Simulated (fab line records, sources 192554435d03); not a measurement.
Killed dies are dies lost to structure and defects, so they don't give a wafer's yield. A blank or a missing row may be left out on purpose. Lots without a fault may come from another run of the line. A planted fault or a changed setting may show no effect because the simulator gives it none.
Chamber matching | flow n5_finfet | N5_MOL_CONTACT_COAG_ETCH_105 on rie_diel-01: 3 sister chambers
The step etches SiARC in CF4, target depth 15.6 nm, time 26 s. 6 wafers are shown with their chamber, then 7 later ones without.

WAFERS WITH THEIR CHAMBER
wafer  | chamber | drypump_motor_current_A (A) | showerhead_plenum_p_Torr (Torr)
L076.5 | 2       | 6.4                         | 2.19
L081.5 | 2       | 6.5                         | 2.19
L084.3 | 1       | 5.1                         | 2.14
L084.5 | 0       | 4.9                         | 2.08
L086.1 | 0       | 4.9                         | 2.07
L086.3 | 1       | 5.1                         | 2.14

WAFERS WITHOUT THEIR CHAMBER
wafer  | drypump_motor_current_A (A) | showerhead_plenum_p_Torr (Torr)
L086.5 | 6.4                         | 2.18
L087.1 | 6.5                         | 2.18
L087.3 | 5.1                         | 2.13
L087.6 | 4.9                         | 2.07
L095.1 | 6.4                         | 2.17
L095.4 | 5.1                         | 2.13
L095.5 | 5.1                         | 2.13

WHICH CHAMBER EACH WENT THROUGH
wafer  | from the rows above | in truth
L086.5 | 2                   | 2
L087.1 | 2                   | 2
L087.3 | 1                   | 1
L087.6 | 0                   | 0
L095.1 | 2                   | 2
L095.4 | 1                   | 1
L095.5 | 1                   | 1
Placed correctly: 7 of 7. Can't be placed from these rows: 0. Placed wrongly: 0.
How it was worked out, from the rows above alone: a wafer's distance from a chamber is the root of the sum, over the readings, of the square of ((its reading less the chamber's mean) divided by the reading's scatter). The wafer belongs to the nearest chamber; if the next one is less than 2 further off, it can't be placed. A chamber's mean is the mean of its shown wafers. The scatter: the root of (the sum of the squares of (reading less its chamber's mean) over the shown wafers, divided by (wafers less chambers)).
